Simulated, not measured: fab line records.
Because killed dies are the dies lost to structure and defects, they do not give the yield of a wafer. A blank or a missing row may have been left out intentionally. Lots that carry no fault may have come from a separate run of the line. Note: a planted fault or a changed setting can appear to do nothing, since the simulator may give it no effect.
What tool caused it? / flow n5 finfet / 12 lots, 36 wafers sampled, at 4 steps of a route of 1938

## WHAT THE GAUGES SHOWED, per wafer
N5_BEOL_M13_INSPECT_30: inspects for defects (macro). Usual: raw defect count 2.1, standard deviation 1.5.
lot=L205; measured=day 12 01:41; on=defect inspect-01; raw defect count=1 3 1; flag=
lot=L204; measured=day 12 01:51; on=defect inspect-02; raw defect count=1 1 2; flag=
lot=L206; measured=day 12 02:31; on=defect inspect-01; raw defect count=2 3 3; flag=
lot=L207; measured=day 13 03:34; on=defect inspect-01; raw defect count=4 1 2; flag=
lot=L210; measured=day 14 01:32; on=defect inspect-01; raw defect count=2 1 2; flag=
lot=L211; measured=day 14 03:46; on=defect inspect-01; raw defect count=3 2 2; flag=
lot=L212; measured=day 14 10:49; on=defect inspect-01; raw defect count=0 3 2; flag=
lot=L215; measured=day 16 06:31; on=defect inspect-02; raw defect count=4 5 2; flag=
lot=L218; measured=day 16 07:11; on=defect inspect-01; raw defect count=3 2 7; flag=
lot=L217; measured=day 16 19:50; on=defect inspect-01; raw defect count=2 0 0; flag=
lot=L220; measured=day 17 04:27; on=defect inspect-02; raw defect count=5 4 0; flag=
lot=L221; measured=day 17 09:04; on=defect inspect-01; raw defect count=1 2 2; flag=

N5_BEOL_M13_INSPECT_55: inspects for defects (darkfield). Usual: raw defect count 73, standard deviation 26.
lot=L205; measured=day 12 05:44; on=defect inspect-01; raw defect count=87 105 79; flag=
lot=L204; measured=day 12 05:07; on=defect inspect-02; raw defect count=51 66 62; flag=
lot=L206; measured=day 12 05:25; on=defect inspect-02; raw defect count=100 73 78; flag=
lot=L207; measured=day 13 07:37; on=defect inspect-01; raw defect count=64 48 55; flag=
lot=L210; measured=day 14 06:43; on=defect inspect-01; raw defect count=68 112 84; flag=
lot=L211; measured=day 14 07:38; on=defect inspect-01; raw defect count=63 34 39; flag=
lot=L212; measured=day 14 17:25; on=defect inspect-01; raw defect count=57 48 99; flag=
lot=L215; measured=day 16 10:19; on=defect inspect-01; raw defect count=59 46 60; flag=
lot=L218; measured=day 16 10:51; on=defect inspect-01; raw defect count=63 31 57; flag=
lot=L217; measured=day 17 00:48; on=defect inspect-02; raw defect count=48 37 58; flag=
lot=L220; measured=day 17 07:45; on=defect inspect-02; raw defect count=77 51 98; flag=
lot=L221; measured=day 17 14:38; on=defect inspect-01; raw defect count=1236 1276 1145; flag=OFF

## EACH LOT AND THE TOOL THAT RAN IT (in order: tool; ch and the chambers of the sampled wafers; start)
lot=L205; N5_BEOL_M13_SPUTTER_43=pvd sputter-03, day 12 04:33; N5_BEOL_M13_CMP_49=cmp-04 ch 0,1,2, day 12 05:17
lot=L204; N5_BEOL_M13_SPUTTER_43=pvd sputter-03, day 12 03:55; N5_BEOL_M13_CMP_49=cmp-04 ch 1,2,3, day 12 04:44
lot=L206; N5_BEOL_M13_SPUTTER_43=pvd sputter-03, day 12 04:14; N5_BEOL_M13_CMP_49=cmp-03 ch 1,2,3, day 12 05:01
lot=L207; N5_BEOL_M13_SPUTTER_43=pvd sputter-01, day 13 06:26; N5_BEOL_M13_CMP_49=cmp-04 ch 0,1,2, day 13 07:15
lot=L210; N5_BEOL_M13_SPUTTER_43=pvd sputter-03, day 14 05:32; N5_BEOL_M13_CMP_49=cmp-03 ch 0,2,3, day 14 06:16
lot=L211; N5_BEOL_M13_SPUTTER_43=pvd sputter-03, day 14 05:59; N5_BEOL_M13_CMP_49=cmp-03 ch 1,2,3, day 14 07:14
lot=L212; N5_BEOL_M13_SPUTTER_43=pvd sputter-03, day 14 14:49; N5_BEOL_M13_CMP_49=cmp-04 ch 1,2, day 14 16:58
lot=L215; N5_BEOL_M13_SPUTTER_43=pvd sputter-02, day 16 08:35; N5_BEOL_M13_CMP_49=cmp-02 ch 1,3, day 16 09:52
lot=L218; N5_BEOL_M13_SPUTTER_43=pvd sputter-01, day 16 08:56; N5_BEOL_M13_CMP_49=cmp-02 ch 1,3, day 16 10:26
lot=L217; N5_BEOL_M13_SPUTTER_43=pvd sputter-03, day 16 23:37; N5_BEOL_M13_CMP_49=cmp-03 ch 2,3, day 17 00:21
lot=L220; N5_BEOL_M13_SPUTTER_43=pvd sputter-02, day 17 06:34; N5_BEOL_M13_CMP_49=cmp-03 ch 0,2,3, day 17 07:22
lot=L221; N5_BEOL_M13_SPUTTER_43=pvd sputter-03, day 17 13:26; N5_BEOL_M13_CMP_49=cmp-03 ch 1,3, day 17 14:10
- N5_BEOL_M13_SPUTTER_43: material TaN, target thk 15 nm, time 24.19 s.
- N5_BEOL_M13_CMP_49: polishes, stops on SiOC, t overpolish 17.1 s, target thk 420 nm.

## WHAT THE TOOLS THEMSELVES READ (means of the sampled wafers that have a number; where no wafer has one, the mark that the record gives instead)
N5_BEOL_M13_SPUTTER_43. Usual: throttle valve pct 29.8 %, standard deviation 0.68.
lot=L205; tool=pvd sputter-03; throttle valve pct (%)=29.2; flag=
lot=L204; tool=pvd sputter-03; throttle valve pct (%)=29.6; flag=
lot=L206; tool=pvd sputter-03; throttle valve pct (%)=29.4; flag=
lot=L207; tool=pvd sputter-01; throttle valve pct (%)=30.4; flag=
lot=L210; tool=pvd sputter-03; throttle valve pct (%)=29.8; flag=
lot=L211; tool=pvd sputter-03; throttle valve pct (%)=29.6; flag=
lot=L212; tool=pvd sputter-03; throttle valve pct (%)=30.1; flag=
lot=L215; tool=pvd sputter-02; throttle valve pct (%)=30.0; flag=
lot=L218; tool=pvd sputter-01; throttle valve pct (%)=29.8; flag=
lot=L217; tool=pvd sputter-03; throttle valve pct (%)=29.4; flag=
lot=L220; tool=pvd sputter-02; throttle valve pct (%)=29.9; flag=
lot=L221; tool=pvd sputter-03; throttle valve pct (%)=29.4; flag=

N5_BEOL_M13_CMP_49. Usual: barrier field endpoint s 30.2 s, standard deviation 0.74; motor current A 6.0 A, standard deviation 0.48; overpolish run s 17.100 s, standard deviation 0.0094; retaining ring pressure frac 1.001, standard deviation 0.0056; slurry filter dp kPa 13.50 kPa, standard deviation 0.14.
lot=L205; tool=cmp-04; barrier field endpoint s (s)=30.0; motor current A (A)=5.4; overpolish run s (s)=17.104; retaining ring pressure frac=1.005; slurry filter dp kPa (kPa)=13.40; flag=
lot=L204; tool=cmp-04; barrier field endpoint s (s)=30.5; motor current A (A)=5.7; overpolish run s (s)=17.098; retaining ring pressure frac=1.001; slurry filter dp kPa (kPa)=13.47; flag=
lot=L206; tool=cmp-03; barrier field endpoint s (s)=29.8; motor current A (A)=6.2; overpolish run s (s)=17.101; retaining ring pressure frac=1.000; slurry filter dp kPa (kPa)=13.48; flag=
lot=L207; tool=cmp-04; barrier field endpoint s (s)=31.3; motor current A (A)=5.5; overpolish run s (s)=17.100; retaining ring pressure frac=1.003; slurry filter dp kPa (kPa)=13.48; flag=
lot=L210; tool=cmp-03; barrier field endpoint s (s)=30.3; motor current A (A)=6.6; overpolish run s (s)=17.100; retaining ring pressure frac=0.998; slurry filter dp kPa (kPa)=13.56; flag=
lot=L211; tool=cmp-03; barrier field endpoint s (s)=30.7; motor current A (A)=6.1; overpolish run s (s)=17.104; retaining ring pressure frac=0.995; slurry filter dp kPa (kPa)=13.48; flag=
lot=L212; tool=cmp-04; barrier field endpoint s (s)=30.8; motor current A (A)=5.4; overpolish run s (s)=17.089; retaining ring pressure frac=1.000; slurry filter dp kPa (kPa)=13.64; flag=
lot=L215; tool=cmp-02; barrier field endpoint s (s)=29.3; motor current A (A)=5.9; overpolish run s (s)=17.109; retaining ring pressure frac=0.998; slurry filter dp kPa (kPa)=13.37; flag=
lot=L218; tool=cmp-02; barrier field endpoint s (s)=28.9; motor current A (A)=5.7; overpolish run s (s)=17.102; retaining ring pressure frac=1.003; slurry filter dp kPa (kPa)=13.52; flag=
lot=L217; tool=cmp-03; barrier field endpoint s (s)=29.8; motor current A (A)=6.4; overpolish run s (s)=17.099; retaining ring pressure frac=1.000; slurry filter dp kPa (kPa)=13.58; flag=
lot=L220; tool=cmp-03; barrier field endpoint s (s)=30.3; motor current A (A)=6.4; overpolish run s (s)=17.098; retaining ring pressure frac=1.000; slurry filter dp kPa (kPa)=13.55; flag=
lot=L221; tool=cmp-03; barrier field endpoint s (s)=29.3; motor current A (A)=6.0; overpolish run s (s)=17.102; retaining ring pressure frac=1.001; slurry filter dp kPa (kPa)=13.63; flag=

## THE ANSWER, worked out from the rows above alone
Rule: take the mean of a lot's wafers that have a number; if it is more than 3 standard deviations from the usual mean, the lot is off. A lot without any number at a reading at which 4 lots or more have one is off too. Where the step has rows for the other lots, those lots are counted as sound. First the gauges in route order, then the tools' own readings, where a lot's mean is used as printed above. The first step at which some lot is off is used, and at that step the reading that is off furthest; a lot without a number counts as furthest.
Off: L221, at N5_BEOL_M13_INSPECT_55 (raw defect count).
A tool fits if, at a process step before that reading, it ran every lot that is off, and no sound lot after the first of them. Gauges at N5_BEOL_M13_INSPECT_55: tried the same way as those tools. Can't be told from this: 3 tools fit, pvd sputter-03 at N5_BEOL_M13_SPUTTER_43, cmp-03 at N5_BEOL_M13_CMP_49, defect inspect-01 at N5_BEOL_M13_INSPECT_55.

## WHAT WAS PUT IN BY THE SIMULATOR
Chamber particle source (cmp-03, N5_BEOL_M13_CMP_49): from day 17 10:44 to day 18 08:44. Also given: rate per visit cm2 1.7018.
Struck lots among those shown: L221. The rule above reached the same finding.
